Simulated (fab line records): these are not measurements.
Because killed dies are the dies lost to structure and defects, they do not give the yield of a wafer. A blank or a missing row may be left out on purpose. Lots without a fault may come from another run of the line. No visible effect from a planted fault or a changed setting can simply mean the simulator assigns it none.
Matching of chambers / flow nand harc / rie diel-13 running NHARC_A_STAIRCASE_TRIM_220: 4 sister chambers
The step chemistry O2, time 211.2 s. 27 wafers are shown with their chamber, then 12 later ones without.

WAFERS WITH THEIR CHAMBER
wafer=L074.1; chamber=0; drypump motor current A (A)=5.4; showerhead plenum p Torr (Torr)=3.57; oes product au (a.u.)=0.982
wafer=L074.2; chamber=3; drypump motor current A (A)=6.2; showerhead plenum p Torr (Torr)=3.49; oes product au (a.u.)=0.985
wafer=L074.5; chamber=0; drypump motor current A (A)=5.4; showerhead plenum p Torr (Torr)=3.57; oes product au (a.u.)=0.982
wafer=L076.1; chamber=0; drypump motor current A (A)=5.4; showerhead plenum p Torr (Torr)=3.57; oes product au (a.u.)=0.997
wafer=L076.3; chamber=3; drypump motor current A (A)=6.2; showerhead plenum p Torr (Torr)=3.49; oes product au (a.u.)=0.996
wafer=L076.6; chamber=1; drypump motor current A (A)=5.7; showerhead plenum p Torr (Torr)=3.44; oes product au (a.u.)=1.011
wafer=L079.3; chamber=3; drypump motor current A (A)=6.2; showerhead plenum p Torr (Torr)=3.48; oes product au (a.u.)=0.989
wafer=L079.4; chamber=0; drypump motor current A (A)=5.4; showerhead plenum p Torr (Torr)=3.56; oes product au (a.u.)=1.009
wafer=L079.6; chamber=1; drypump motor current A (A)=5.7; showerhead plenum p Torr (Torr)=3.44; oes product au (a.u.)=1.032
wafer=L080.2; chamber=2; drypump motor current A (A)=5.9; showerhead plenum p Torr (Torr)=3.44; oes product au (a.u.)=0.986
wafer=L080.4; chamber=1; drypump motor current A (A)=5.7; showerhead plenum p Torr (Torr)=3.43; oes product au (a.u.)=1.036
wafer=L080.5; chamber=3; drypump motor current A (A)=6.2; showerhead plenum p Torr (Torr)=3.48; oes product au (a.u.)=0.988
wafer=L082.2; chamber=3; drypump motor current A (A)=6.3; showerhead plenum p Torr (Torr)=3.48; oes product au (a.u.)=0.988
wafer=L082.4; chamber=0; drypump motor current A (A)=5.4; showerhead plenum p Torr (Torr)=3.55; oes product au (a.u.)=1.001
wafer=L082.6; chamber=3; drypump motor current A (A)=6.2; showerhead plenum p Torr (Torr)=3.48; oes product au (a.u.)=0.994
wafer=L083.2; chamber=1; drypump motor current A (A)=5.7; showerhead plenum p Torr (Torr)=3.43; oes product au (a.u.)=1.024
wafer=L083.3; chamber=3; drypump motor current A (A)=6.3; showerhead plenum p Torr (Torr)=3.47; oes product au (a.u.)=0.996
wafer=L083.5; chamber=3; drypump motor current A (A)=6.3; showerhead plenum p Torr (Torr)=3.47; oes product au (a.u.)=0.997
wafer=L085.1; chamber=2; drypump motor current A (A)=5.9; showerhead plenum p Torr (Torr)=3.43; oes product au (a.u.)=0.988
wafer=L085.3; chamber=3; drypump motor current A (A)=6.2; showerhead plenum p Torr (Torr)=3.47; oes product au (a.u.)=0.991
wafer=L085.6; chamber=3; drypump motor current A (A)=6.2; showerhead plenum p Torr (Torr)=3.47; oes product au (a.u.)=0.996
wafer=L086.2; chamber=2; drypump motor current A (A)=5.9; showerhead plenum p Torr (Torr)=3.43; oes product au (a.u.)=0.990
wafer=L086.4; chamber=3; drypump motor current A (A)=6.3; showerhead plenum p Torr (Torr)=3.47; oes product au (a.u.)=0.988
wafer=L086.6; chamber=2; drypump motor current A (A)=5.9; showerhead plenum p Torr (Torr)=3.43; oes product au (a.u.)=0.985
wafer=L089.2; chamber=2; drypump motor current A (A)=5.9; showerhead plenum p Torr (Torr)=3.42; oes product au (a.u.)=0.980
wafer=L089.4; chamber=1; drypump motor current A (A)=5.7; showerhead plenum p Torr (Torr)=3.42; oes product au (a.u.)=1.018
wafer=L089.5; chamber=1; drypump motor current A (A)=5.6; showerhead plenum p Torr (Torr)=3.42; oes product au (a.u.)=1.015

SIGNATURES, as means of the wafers listed above
reading=drypump motor current A; chamber 0=5.400; chamber 1=5.683; chamber 2=5.900; chamber 3=6.236; scatter within a chamber=0.0383
reading=showerhead plenum p Torr; chamber 0=3.5640; chamber 1=3.4300; chamber 2=3.4300; chamber 3=3.4773; scatter within a chamber=0.00818
reading=oes product au; chamber 0=0.99420; chamber 1=1.02267; chamber 2=0.98580; chamber 3=0.99164; scatter within a chamber=0.0075
Rule: for a wafer and a chamber, the distance is found by dividing, reading by reading, the gap between the wafer's reading and the chamber's mean by the reading's scatter, squaring, summing and taking the root. If the next closest chamber is less than 2 further off than the closest, the wafer can't be placed; otherwise it belongs to the closest. The scatter: the root of (the sum of the squares of (reading less its chamber's mean) over the shown wafers, divided by (wafers less chambers)).

WAFERS WITHOUT THEIR CHAMBER
wafer=L092.1; drypump motor current A (A)=5.9; showerhead plenum p Torr (Torr)=3.42; oes product au (a.u.)=0.983
wafer=L092.3; drypump motor current A (A)=5.7; showerhead plenum p Torr (Torr)=3.41; oes product au (a.u.)=1.012
wafer=L092.5; drypump motor current A (A)=5.6; showerhead plenum p Torr (Torr)=3.41; oes product au (a.u.)=1.006
wafer=L095.1; drypump motor current A (A)=5.4; showerhead plenum p Torr (Torr)=3.53; oes product au (a.u.)=1.000
wafer=L095.4; drypump motor current A (A)=5.7; showerhead plenum p Torr (Torr)=3.41; oes product au (a.u.)=1.009
wafer=L095.5; drypump motor current A (A)=6.3; showerhead plenum p Torr (Torr)=3.45; oes product au (a.u.)=0.985
wafer=L096.4; drypump motor current A (A)=5.7; showerhead plenum p Torr (Torr)=3.41; oes product au (a.u.)=1.009
wafer=L096.5; drypump motor current A (A)=5.4; showerhead plenum p Torr (Torr)=3.53; oes product au (a.u.)=0.990
wafer=L096.6; drypump motor current A (A)=6.2; showerhead plenum p Torr (Torr)=3.45; oes product au (a.u.)=0.989
wafer=L097.1; drypump motor current A (A)=5.4; showerhead plenum p Torr (Torr)=3.53; oes product au (a.u.)=0.989
wafer=L097.3; drypump motor current A (A)=5.9; showerhead plenum p Torr (Torr)=3.41; oes product au (a.u.)=0.988
wafer=L097.4; drypump motor current A (A)=5.3; showerhead plenum p Torr (Torr)=3.53; oes product au (a.u.)=0.996

WHICH CHAMBER EACH WENT THROUGH
wafer=L092.1; from the rows above=2; in truth=2
wafer=L092.3; from the rows above=1; in truth=1
wafer=L092.5; from the rows above=1; in truth=1
wafer=L095.1; from the rows above=0; in truth=0
wafer=L095.4; from the rows above=1; in truth=1
wafer=L095.5; from the rows above=3; in truth=3
wafer=L096.4; from the rows above=1; in truth=1
wafer=L096.5; from the rows above=0; in truth=0
wafer=L096.6; from the rows above=3; in truth=3
wafer=L097.1; from the rows above=0; in truth=0
wafer=L097.3; from the rows above=2; in truth=2
wafer=L097.4; from the rows above=0; in truth=0
Correctly placed: 12 of 12. From these rows, 0 cannot be placed. 0 placed wrongly.
